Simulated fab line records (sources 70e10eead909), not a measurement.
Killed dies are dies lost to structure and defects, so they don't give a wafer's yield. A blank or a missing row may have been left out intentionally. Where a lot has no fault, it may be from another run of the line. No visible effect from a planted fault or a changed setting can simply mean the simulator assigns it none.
fab line records -- flow nand-harc -- part 2 of 2: steps 25 to 31 of 31
[record] lots = 5, wafers = 15, last-day = 31
route steps=1302 shown A_STAIRCASE@647
lots with no fault: from the same line, run without faults
start-h: hours from the record's opening day to when the first of the lot's shown wafers began -- wait-h: time in hours since the lot's previous step -- " unchanged from the row above -- L1.1+2: several wafers, shown together as one row -- - no value, or no start was given -- * or withheld: withheld -- < > ~ a bound
route shown NAME@n: a module of which the file shows steps, and the number in the route of the first -- usual: mean/standard deviation taken from wafers without a fault -- same: alike in all rows -- chamber/n: place in a boat -- sites: per-site readings -- _std_site: their standard deviation -- _edge_site: inner sites' mean taken away from outer sites' mean -- radius-mm: how far each site lies from the wafer's centre -- mask NAME#n: copy n -- behind: the tool/chamber that last shaped the wafer -- hold: what put the lot on hold/how long, in hours/how the hold closed -- device: which transistor (n, p or np) failed to switch -- end of line: the route-end tests of the same wafers -- where a step has no rows: the recipe by itself -- killed: at the first sort, the dies lost to defects and structure; wafer yield is something else -- map: a wafer's dies, x killed, . not, _ none there
set.NAME: the setting as run; set.NAME@STEP: as run at that earlier step -- model.NAME: the simulator's own value behind a step, which no gauge read
a table for each step, a row for each wafer; lots at some steps of the route
services: a tool's chamber out of use, with start hour (start-h, from the record's first day; less than 0 if before it), hours out, and reason
[[steps]]
[step NHARC_A_STAIRCASE_ETCH_17]
[recipe] target-depth-a = 1000, time-s = 40.5, ion-energy-ev = 400, c4f8-flow-sccm = 20, o2-flow-sccm = 10, ar-flow-sccm = withheld, rf-w = 600, bias-w = 1000, chemistry = C4F8/O2
[usual] oes-product-au = 0.944/0.0097, rf-vpp-V = 896/5.8
lot.wafer,tool,chamber,start-h,wait-h,oes-product-au,rf-hours-counter-h,rf-vpp-V
L075.1,rie-diel-13,2,-,-,0.950,7,903
L075.4,rie-diel-13,3,-,-,0.946,6,890
L075.6,rie-diel-13,3,-,-,0.956,-,892
L078.3,rie-diel-01,0,-,-,0.937,3,893
L078.1,rie-diel-01,1,-,-,0.947,2,905
L078.4,rie-diel-01,2,-,-,0.932,2,897
L081.1,rie-diel-13,3,-,-,0.926,30,891
L081.4,rie-diel-13,0,-,-,0.933,-,895
L081.6,rie-diel-13,2,-,-,0.937,-,902
L087.3,rie-diel-12,0,-,-,0.962,13,889
L087.1,rie-diel-12,2,-,-,0.958,10,890
L087.4,rie-diel-12,3,-,-,0.957,12,902
L091.4,rie-diel-13,0,-,-,0.951,0,894
L091.2,rie-diel-13,1,-,-,0.952,0,899
L091.5,rie-diel-13,3,-,-,0.948,-,890
[step NHARC_A_STAIRCASE_TRIM_18]
[recipe] time-s = 211.2, o2-flow-sccm = 500, ar-flow-sccm = 0, bias-w = 0, chemistry = O2
[usual] drypump-motor-current-A = 5.7/0.36, oes-product-au = 0.997/0.0076, rf-vpp-V = 57.8/0.91, showerhead-plenum-p-Torr = 3.55/0.16, throttle-valve-pct = 17.037/0.0098
lot.wafer,tool,chamber,start-h,wait-h,drypump-motor-current-A,oes-product-au,rf-hours-counter-h,rf-vpp-V,showerhead-plenum-p-Torr,throttle-valve-pct
L075.4,rie-diel-13,3,-,-,5.8,0.999,6,57.6,3.38,17.035
L075.1,rie-diel-13,2,-,-,6.0,1.002,7,58.1,3.74,17.023
L075.6,rie-diel-13,3,-,-,5.8,1.008,-,57.9,3.38,17.043
L078.4,rie-diel-01,2,-,-,6.1,0.995,2,57.8,3.57,17.059
L078.3,rie-diel-01,3,-,-,5.8,1.006,2,56.0,3.37,17.039
L078.1,rie-diel-01,0,-,-,5.6,0.994,3,58.2,3.45,17.045
L081.1,rie-diel-13,0,-,-,6.4,0.984,28,57.5,3.50,17.042
L081.4,rie-diel-13,3,-,-,5.8,0.996,-,57.7,3.37,17.045
L081.6,rie-diel-13,0,-,-,6.4,0.987,-,58.6,3.50,17.028
L087.4,rie-diel-12,3,-,-,5.0,1.008,12,57.8,3.74,17.042
L087.3,rie-diel-12,0,-,-,5.6,1.007,13,56.5,3.37,17.025
L087.1,rie-diel-12,1,-,-,5.7,1.003,11,58.7,3.74,17.034
L091.4,rie-diel-13,0,-,-,6.4,0.999,0,57.2,3.48,17.005
L091.2,rie-diel-13,2,-,-,6.0,1.004,1,56.6,3.71,17.049
L091.5,rie-diel-13,3,-,-,5.8,0.998,-,56.9,3.35,17.030
[step NHARC_A_STAIRCASE_ETCH_19]
[recipe] target-depth-a = 1000, time-s = 40.5, ion-energy-ev = 400, c4f8-flow-sccm = 20, o2-flow-sccm = 10, ar-flow-sccm = withheld, rf-w = 600, bias-w = 1000, chemistry = C4F8/O2
[usual] oes-product-au = 0.941/0.01, rf-vpp-V = 896/5.8
lot.wafer,tool,chamber,start-h,wait-h,oes-product-au,rf-hours-counter-h,rf-vpp-V
L075.4,rie-diel-13,3,-,-,0.953,6,890
L075.1,rie-diel-13,2,-,-,0.940,7,901
L075.6,rie-diel-13,0,-,-,0.939,-,895
L078.3,rie-diel-01,3,-,-,0.954,2,890
L078.4,rie-diel-01,1,-,-,0.952,2,904
L078.1,rie-diel-01,2,-,-,0.928,2,897
L081.1,rie-diel-13,0,-,-,0.942,28,894
L081.4,rie-diel-13,2,-,-,0.917,-,902
L081.6,rie-diel-13,3,-,-,0.941,-,891
L087.4,rie-diel-12,0,-,-,0.955,13,891
L087.1,rie-diel-12,2,-,-,0.935,10,889
L087.3,rie-diel-12,3,-,-,0.941,12,903
L091.4,rie-diel-13,3,-,-,0.946,1,889
L091.2,rie-diel-13,1,-,-,0.952,1,899
L091.5,rie-diel-13,0,-,-,0.938,-,894
[step NHARC_A_STAIRCASE_TRIM_20]
[recipe] time-s = 211.2, o2-flow-sccm = 500, ar-flow-sccm = 0, bias-w = 0, chemistry = O2
[usual] drypump-motor-current-A = 5.7/0.35, oes-product-au = 0.997/0.0085, rf-vpp-V = 57.8/0.94, showerhead-plenum-p-Torr = 3.54/0.16, throttle-valve-pct = 17.037/0.0099
lot.wafer,tool,chamber,start-h,wait-h,drypump-motor-current-A,oes-product-au,rf-hours-counter-h,rf-vpp-V,showerhead-plenum-p-Torr,throttle-valve-pct
L075.1,rie-diel-12,2,370.21,0.4,5.8,0.995,28,58.8,3.39,17.031
L075.4,rie-diel-12,0,370.21,0.4,5.6,0.993,27,58.7,3.39,17.023
L075.6,rie-diel-12,1,370.21,0.4,5.7,0.989,-,56.6,3.76,17.041
L078.3,rie-diel-12,1,402.50,0.1,5.7,1.007,45,58.5,3.75,17.042
L078.1,rie-diel-12,2,402.50,0.1,5.9,1.004,40,58.4,3.38,17.025
L078.4,rie-diel-12,3,402.50,0.1,5.0,0.998,33,58.3,3.76,17.038
L081.4,rie-diel-01,0,430.17,0.1,5.6,0.994,11,56.4,3.44,17.038
L081.1,rie-diel-01,2,430.17,0.1,6.1,0.996,11,58.2,3.57,17.036
L081.6,rie-diel-01,3,430.17,0.1,5.8,0.999,-,58.9,3.37,17.041
L087.4,rie-diel-13,0,486.86,0.1,6.4,0.984,47,57.4,3.49,17.037
L087.3,rie-diel-13,1,486.86,0.1,5.2,0.995,47,60.9,3.61,17.052
L087.1,rie-diel-13,2,486.86,0.1,6.0,0.989,48,59.1,3.72,17.050
L091.2,rie-diel-13,1,534.05,0.1,5.2,0.999,1,57.6,3.60,17.045
L091.4,rie-diel-13,0,534.05,0.1,6.4,0.998,1,58.5,3.48,17.047
L091.5,rie-diel-13,1,534.05,0.1,5.3,0.992,-,58.9,3.60,17.053
[step NHARC_A_STAIRCASE_ETCH_21]
[recipe] target-depth-a = 1000, time-s = 40.5, ion-energy-ev = 400, c4f8-flow-sccm = 20, o2-flow-sccm = 10, ar-flow-sccm = withheld, rf-w = 600, bias-w = 1000, chemistry = C4F8/O2
[usual] oes-product-au = 0.952/0.016, rf-vpp-V = 897/5.6
lot.wafer,tool,chamber,start-h,wait-h,oes-product-au,rf-hours-counter-h,rf-vpp-V
L075.4,rie-diel-12,2,-,-,0.932,28,892
L075.1,rie-diel-12,1,-,-,0.915,34,903
L075.6,rie-diel-12,3,-,-,0.930,-,903
L078.4,rie-diel-12,0,-,-,0.934,38,890
L078.1,rie-diel-12,1,-,-,0.928,46,904
L078.3,rie-diel-12,2,-,-,0.939,40,891
L081.4,rie-diel-01,3,-,-,0.965,10,891
L081.1,rie-diel-01,1,-,-,0.975,13,904
L081.6,rie-diel-01,2,-,-,0.966,-,897
L087.3,rie-diel-13,1,-,-,0.955,47,899
L087.1,rie-diel-13,3,-,-,0.964,48,889
L087.4,rie-diel-13,0,-,-,0.961,47,895
L091.2,rie-diel-13,2,-,-,0.922,1,902
L091.4,rie-diel-13,3,-,-,0.937,1,890
L091.5,rie-diel-13,1,-,-,0.924,-,899
[step NHARC_A_STAIRCASE_TRIM_22]
[recipe] time-s = 211.2, o2-flow-sccm = 500, ar-flow-sccm = 0, bias-w = 0, chemistry = O2
[usual] drypump-motor-current-A = 5.7/0.37, oes-product-au = 0.997/0.0082, rf-vpp-V = 57.9/0.9, showerhead-plenum-p-Torr = 3.55/0.16, throttle-valve-pct = 17.035/0.0094
lot.wafer,tool,chamber,start-h,wait-h,drypump-motor-current-A,oes-product-au,rf-hours-counter-h,rf-vpp-V,showerhead-plenum-p-Torr,throttle-valve-pct
L075.4,rie-diel-12,2,-,-,5.9,1.006,28,57.0,3.39,17.035
L075.1,rie-diel-12,1,-,-,5.7,0.985,34,58.2,3.76,17.038
L075.6,rie-diel-12,2,-,-,5.8,1.003,-,56.8,3.39,17.039
L078.1,rie-diel-12,0,-,-,5.6,1.001,38,57.7,3.39,17.038
L078.3,rie-diel-12,1,-,-,5.7,0.988,46,58.6,3.75,17.026
L078.4,rie-diel-12,2,-,-,5.9,1.002,40,59.0,3.38,17.035
L081.1,rie-diel-01,3,-,-,5.8,1.003,10,58.9,3.37,17.052
L081.4,rie-diel-01,1,-,-,5.4,0.997,13,58.0,3.77,17.028
L081.6,rie-diel-01,2,-,-,6.1,0.994,-,57.5,3.57,17.051
L087.4,rie-diel-13,2,-,-,6.0,0.998,48,58.5,3.72,17.051
L087.3,rie-diel-13,3,-,-,5.9,1.012,48,55.6,3.36,17.027
L087.1,rie-diel-13,1,-,-,5.3,0.993,47,57.8,3.61,17.036
L091.4,rie-diel-13,1,-,-,5.3,0.998,1,59.0,3.60,17.041
L091.2,rie-diel-13,2,-,-,6.0,0.997,1,58.6,3.71,17.037
L091.5,rie-diel-13,1,-,-,5.3,1.002,-,58.2,3.60,17.041
[step NHARC_A_STAIRCASE_ETCH_23]
[recipe] target-depth-a = 1000, time-s = 40.5, ion-energy-ev = 400, c4f8-flow-sccm = 20, o2-flow-sccm = 10, ar-flow-sccm = withheld, rf-w = 600, bias-w = 1000, chemistry = C4F8/O2
[usual] oes-product-au = 0.946/0.013, rf-vpp-V = 896/5.6
lot.wafer,tool,chamber,start-h,wait-h,oes-product-au,rf-hours-counter-h,rf-vpp-V
L075.4,rie-diel-12,1,-,-,0.921,34,904
L075.1,rie-diel-12,2,-,-,0.938,29,890
L075.6,rie-diel-12,2,-,-,0.936,-,892
L078.1,rie-diel-12,2,-,-,0.937,40,891
L078.3,rie-diel-12,3,-,-,0.936,33,905
L078.4,rie-diel-12,0,-,-,0.936,38,892
L081.4,rie-diel-01,2,-,-,0.957,12,896
L081.1,rie-diel-01,0,-,-,0.959,11,892
L081.6,rie-diel-01,2,-,-,0.956,-,896
L087.1,rie-diel-13,3,-,-,0.953,48,889
L087.4,rie-diel-13,0,-,-,0.951,47,894
L087.3,rie-diel-13,2,-,-,0.958,49,903
L091.4,rie-diel-13,0,-,-,0.938,1,895
L091.2,rie-diel-13,2,-,-,0.930,1,903
L091.5,rie-diel-13,1,-,-,0.932,-,898
[[services]]
tool,chamber,start-h,hours,kind
rie-diel-13,-,344.48,9.0,pm
rie-diel-12,0,351.70,2.4,repair
rie-diel-12,2,353.93,14.2,repair
krf-scanner-04,-,354.00,4.0,pm
wet-bench-06,-,369.60,8.0,pm
rie-diel-01,-,375.63,1.0,repair
rie-diel-12,3,383.32,14.3,repair
rie-diel-01,-,383.76,9.0,pm
wet-bench-03,-,386.40,8.0,pm
wet-bench-05,-,401.75,3.2,repair
litho-track-02,-,402.00,7.0,pm
krf-scanner-04,-,412.80,0.8,repair
krf-scanner-04,-,422.61,0.2,repair
litho-track-07,-,426.00,7.0,pm
wet-bench-05,-,436.80,8.0,pm
rie-diel-12,-,445.52,9.0,pm
rie-diel-01,-,465.49,3.2,repair
rie-diel-13,2,474.44,1.7,repair
wet-bench-05,-,479.68,0.9,repair
wet-bench-03,-,481.00,7.1,repair
rie-diel-13,3,502.52,9.6,repair
rie-diel-12,1,503.09,6.9,repair
rie-diel-13,-,521.48,9.0,pm
rie-diel-12,2,533.18,1.2,repair
